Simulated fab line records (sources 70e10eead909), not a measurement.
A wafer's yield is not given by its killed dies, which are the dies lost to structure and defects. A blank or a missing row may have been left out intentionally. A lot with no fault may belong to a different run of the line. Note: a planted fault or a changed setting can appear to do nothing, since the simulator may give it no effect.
fab line records + flow nand_harc
record
- lots=6
- wafers=18
- last_day=33
route steps=1302 shown P_GATE@128 END@1302
lots untouched by any fault: they come from a run of this same line in which no faults occurred
start_h: the number of hours between the record's first day and the start of the first shown wafer of the lot + wait_h: how many hours have passed since the lot's step before this one + " repeats the value in the row above + L1.1+2: a single row standing in for several wafers + - no value, or no start given + * or withheld: withheld + < > ~ a bound
route shown NAME@n: names a module that has steps shown in the file, with the first one's number in the route + usual: the fault-free wafers' mean and standard deviation + same: alike in all rows + chamber/n: place in a boat + sites: each site's reading + _std_site: standard deviation of those values + _edge_site: mean of outer sites minus mean of inner sites + radius_mm: how far each site lies from the wafer's centre + mask NAME#n: copy n + behind: the most recent tool/chamber to have shaped the wafer + hold: the reason the lot was held/the length of the hold in hours/how it ended + device: names the non-switching transistor (n, p or np) + end of line: the route-end tests of the same wafers + a step without rows: its recipe alone + killed: the dies lost at the first sort to structure and to defects; this is not the yield of the wafer + map: per-die view of a wafer (x killed, . not killed, _ where there is no die)
set.NAME: the setting that was run; set.NAME@STEP: the one run at that earlier step + model.NAME: the simulator's own value behind a step, which no gauge read
certain route steps with their lots: each step a table, each wafer a row
services: from which hour (start_h, from the record's first day; less than 0 if before it) a tool's chamber was out of use, for how many hours, and why
## steps
# step NHARC_P_GATE_SRD_72
# step NHARC_P_GATE_OXIDE_16
# recipe
- target_thk_a=30
- temp_c=875
- ox_time_s=392
- material=SiO2
# step NHARC_P_GATE_CVD_17
# recipe
- target_thk_a=1500
- temp_c=620
- time_s=900
- material=poly-Si
# step NHARC_P_GATE_HM_DEP_102
# recipe
- target_thk_a=1200
- temp_c=400
- material=aC
# usual
- throttle_valve_pct=35.000/0.0088
| lot.wafer | tool       | chamber | start_h | wait_h | throttle_valve_pct |
|-----------|------------|---------|---------|--------|--------------------|
| L940.3    | acl_dep-03 | 0       | 161.66  | 1.3    | 34.988             |
| L940.4    | "          | 0       | "       | "      | 35.001             |
| L940.5    | "          | 0       | "       | "      | 34.999             |
| L945.1    | acl_dep-01 | 0       | 218.67  | 1.3    | 35.008             |
| L945.5    | "          | 0       | "       | "      | 34.998             |
| L945.6    | "          | 0       | "       | "      | 34.998             |
| L946.2    | acl_dep-02 | 0       | 238.34  | 1.1    | 35.003             |
| L946.3    | "          | 0       | "       | "      | 35.012             |
| L946.4    | "          | 0       | "       | "      | 35.000             |
| L952.2    | acl_dep-02 | 0       | 291.60  | 0.5    | 34.992             |
| L952.3    | "          | 0       | "       | "      | 34.998             |
| L952.4    | "          | 0       | "       | "      | 35.001             |
| L953.2    | acl_dep-01 | 0       | 300.92  | 0.5    | 35.003             |
| L953.4    | "          | 0       | "       | "      | 34.991             |
| L953.5    | "          | 0       | "       | "      | 34.995             |
| L956.4    | acl_dep-03 | 0       | 324.18  | 2.5    | 35.004             |
| L956.5    | "          | 0       | "       | "      | 34.993             |
| L956.6    | "          | 0       | "       | "      | 35.004             |
# step NHARC_P_GATE_DEP_103
# recipe
- target_thk_a=300
- target_thk_nm=30
- temp_c=400
- flow_sccm=200
- rf_w=350
- material=SiON
# usual
- heater_power_w=747/67
| lot.wafer | tool     | chamber | start_h | wait_h | heater_power_w |
|-----------|----------|---------|---------|--------|----------------|
| L940.3    | pecvd-01 | 2       | 162.14  | 0.4    | 833            |
| L940.5    | "        | 1       | "       | "      | 701            |
| L940.4    | "        | 2       | "       | "      | 841            |
| L945.1    | pecvd-04 | 0       | 219.44  | 0.7    | 812            |
| L945.5    | "        | 2       | "       | "      | 676            |
| L945.6    | "        | 0       | "       | "      | 795            |
| L946.3    | pecvd-04 | 0       | 238.92  | 0.4    | 737            |
| L946.2    | "        | 1       | "       | "      | 857            |
| L946.4    | "        | 0       | "       | "      | 763            |
| L952.2    | pecvd-04 | 0       | 292.15  | 0.4    | 715            |
| L952.3    | "        | 1       | "       | "      | 841            |
| L952.4    | "        | 1       | "       | "      | 827            |
| L953.2    | pecvd-01 | 2       | 301.47  | 0.4    | 755            |
| L953.4    | "        | 0       | "       | "      | 779            |
| L953.5    | "        | 1       | "       | "      | 624            |
| L956.5    | pecvd-01 | 2       | 324.61  | 0.2    | 730            |
| L956.6    | "        | 0       | "       | "      | 716            |
| L956.4    | "        | 1       | "       | "      | 626            |
# step NHARC_P_GATE_DEHYDRATE_18
# recipe
- temp_c=150
- time_s=120
# step NHARC_P_GATE_HMDS_19
# recipe
- time_s=30
# step NHARC_P_GATE_COAT_20
# recipe
- spin_rpm=1500
- resist_thk_nm=90
# step NHARC_P_GATE_SOFTBAKE_21
# recipe
- temp_c=105
- time_s=55
# step NHARC_P_GATE_EBR_22
# step NHARC_P_GATE_EXPOSE_23
# recipe
- na=1.35
- target_cd_nm=120
- dose_mj=93.91
- mask_id=P_GATE
# step NHARC_P_GATE_PEB_24
# recipe
- peb_temp_c=100
- peb_time_s=65
# step NHARC_P_GATE_DEVELOP_25
# recipe
- develop_time_s=35
- dev_temp_c=23
# usual
- developer_temp_C=22.99/0.099
| lot.wafer | tool           | chamber | start_h | wait_h | developer_temp_C |
|-----------|----------------|---------|---------|--------|------------------|
| L940.3    | litho_track-01 | 0       | 162     | -      | 23.03            |
| L940.4    | "              | 0       | "       | "      | 23.08            |
| L940.5    | "              | 0       | "       | "      | 23.03            |
| L945.1    | litho_track-04 | 0       | 220     | -      | 21.97            |
| L945.5    | "              | 0       | "       | "      | 22.21            |
| L945.6    | "              | 0       | "       | "      | 22.03            |
| L946.2    | litho_track-04 | 0       | 239     | -      | 22.12            |
| L946.3    | "              | 0       | "       | "      | 22.18            |
| L946.4    | "              | 0       | "       | "      | 22.00            |
| L952.2    | litho_track-01 | 0       | 292     | -      | 23.08            |
| L952.3    | "              | 0       | "       | "      | 23.10            |
| L952.4    | "              | 0       | "       | "      | 23.09            |
| L953.2    | litho_track-01 | 0       | 302     | -      | 22.95            |
| L953.4    | "              | 0       | "       | "      | 23.12            |
| L953.5    | "              | 0       | "       | "      | 22.92            |
| L956.4    | litho_track-04 | 0       | 325     | -      | 22.90            |
| L956.5    | "              | 0       | "       | "      | 22.80            |
| L956.6    | "              | 0       | "       | "      | 22.89            |
# step NHARC_P_GATE_CD_MEAS_26
# recipe
- target_cd_nm=120
- landing_energy_ev=500
# usual
- cd_nm=119.9/0.62
| lot.wafer | tool      | chamber | start_h | wait_h | cd_nm |
|-----------|-----------|---------|---------|--------|-------|
| L940.3    | cd_sem-01 | 0       | 162.79  | -      | 119.0 |
| L940.4    | "         | 0       | "       | "      | 119.5 |
| L940.5    | "         | 0       | "       | "      | 119.3 |
| L945.1    | cd_sem-01 | 0       | 220.09  | -      | 120.5 |
| L945.5    | "         | 0       | "       | "      | 120.4 |
| L945.6    | "         | 0       | "       | "      | 120.0 |
| L946.2    | cd_sem-02 | 0       | 239.45  | -      | 120.8 |
| L946.3    | "         | 0       | "       | "      | 120.4 |
| L946.4    | "         | 0       | "       | "      | 120.9 |
| L952.2    | cd_sem-01 | 0       | 292.83  | -      | 119.1 |
| L952.3    | "         | 0       | "       | "      | 119.7 |
| L952.4    | "         | 0       | "       | "      | 120.3 |
| L953.2    | cd_sem-03 | 0       | 302.15  | -      | 120.3 |
| L953.4    | "         | 0       | "       | "      | 120.7 |
| L953.5    | "         | 0       | "       | "      | 119.4 |
| L956.4    | cd_sem-03 | 0       | 325.21  | -      | 119.3 |
| L956.5    | "         | 0       | "       | "      | 119.7 |
| L956.6    | "         | 0       | "       | "      | 120.1 |
# step NHARC_END_SORT_01
# recipe
- temp_c=25
# usual
- killed_at_array=65/19
- killed_at_other=0.9/1.1
- killed_at_periphery=3.5/2.3
- killed_dies=69/19
- killed_open=3.2/1.8
- killed_short=2.4/1.5
# same
- gross_dies=677
| lot.wafer | tool      | chamber | start_h | wait_h | killed_at_array | killed_at_other | killed_at_periphery | killed_dies | killed_open | killed_short |
|-----------|-----------|---------|---------|--------|-----------------|-----------------|---------------------|-------------|-------------|--------------|
| L945.1    | prober-01 | 0       | 676.05  | 2.5    | 75              | 1               | 1                   | 77          | 4           | 2            |
| L945.5    | prober-01 | 0       | 679.32  | 3.8    | 67              | 0               | 2                   | 69          | 4           | 1            |
| L945.6    | prober-01 | 0       | 680.14  | 4.1    | 72              | 0               | 0                   | 72          | 3           | 0            |
# killed by level:class
L945.1 A_CHANNEL_HOLE_D1:chamber_film_flake=35 A_CHANNEL_HOLE_D2:chamber_film_flake=19 A_STAIRCASE:chamber_film_flake=6 A_CONTACT:chamber_film_flake=5 A_SLIT:chamber_film_flake=2 A_CHANNEL_FILL_D1:geometric_particle:short=1 A_CHANNEL_FILL_D1:geometric_particle:open=1 A_ONON_D2:geometric_particle:open=1
L945.5 A_CHANNEL_HOLE_D1:chamber_film_flake=28 A_CHANNEL_HOLE_D2:chamber_film_flake=23 A_CONTACT:chamber_film_flake=6 A_STAIRCASE:chamber_film_flake=4 P_M1:geometric_particle:open=1 A_ONON_D2:geometric_particle:open=1 A_CHANNEL_HOLE_D2:geometric_particle:open=1 A_SGD_CUT:geometric_particle:open=1
L945.6 A_CHANNEL_HOLE_D1:chamber_film_flake=41 A_CHANNEL_HOLE_D2:chamber_film_flake=19 A_STAIRCASE:chamber_film_flake=3 A_CONTACT:chamber_film_flake=3 A_CHANNEL_FILL_D2:geometric_particle:open=2 A_WL_FILL:chamber_film_flake=2 A_WL_FILL:geometric_particle:open=1 A_SLIT:chamber_film_flake=1
## services
| tool           | chamber | start_h | hours | kind       |
|----------------|---------|---------|-------|------------|
| pecvd-01       | 0       | 143.22  | -     | clean      |
| pecvd-01       | 1       | 143.22  | -     | clean      |
| pecvd-01       | 2       | 143.22  | -     | clean      |
| litho_track-01 | -       | 155.00  | 7.0   | pm         |
| pecvd-04       | 1       | 157.67  | 2.4   | repair     |
| pecvd-01       | 2       | 173.07  | 4.6   | repair     |
| acl_dep-01     | -       | 185.00  | 13.0  | pm         |
| litho_track-04 | -       | 203.00  | 7.0   | pm         |
| acl_dep-02     | -       | 245.11  | 13.0  | pm         |
| pecvd-01       | -       | 263.20  | 0.7   | repair     |
| pecvd-04       | -       | 269.22  | 13.0  | pm         |
| pecvd-04       | 0       | 269.22  | 13.0  | vent_cycle |
| pecvd-04       | 1       | 269.22  | 13.0  | vent_cycle |
| pecvd-04       | 2       | 269.22  | 13.0  | vent_cycle |
| pecvd-04       | 0       | 282.22  | -     | clean      |
| pecvd-04       | 1       | 282.22  | -     | clean      |
| pecvd-04       | 2       | 282.22  | -     | clean      |
| pecvd-01       | -       | 296.58  | 1.5   | repair     |
| pecvd-04       | -       | 297.73  | 1.5   | repair     |
| acl_dep-03     | -       | 300.24  | 13.0  | pm         |
| pecvd-01       | -       | 311.22  | 13.0  | pm         |
| pecvd-01       | 0       | 311.22  | 13.0  | vent_cycle |
| pecvd-01       | 1       | 311.22  | 13.0  | vent_cycle |
| pecvd-01       | 2       | 311.22  | 13.0  | vent_cycle |
## key
first_sign
- step=NHARC_P_GATE_DEVELOP_25
- reading=developer_temp_C
- direction=down
- sigmas=9.2
- usual=*
- struck=*
effect none on later readings
met_at NHARC_P_GATE_DEVELOP_25
struck_wafers L945.1,L945.5,L945.6,L946.2,L946.3,L946.4
tester_left_out L945,L946
fault
- kind=process_parameter_drift
- tool=litho_track-04
- chamber=-
- onset_h=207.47
- steps=NHARC_P_GATE_DEVELOP_25
- channel=dev_temp_c
- offset=*
- shape=step
- end_h=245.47
- acts_in=*
- stated=*
# tester_left_out: of these lots the tester's yield and bins aren't shown, on N5 and GAA mostly nor the transistor test; their killed dies are dies lost to structure and defects alone, not to doping, threshold or leakage, so they don't give the yield
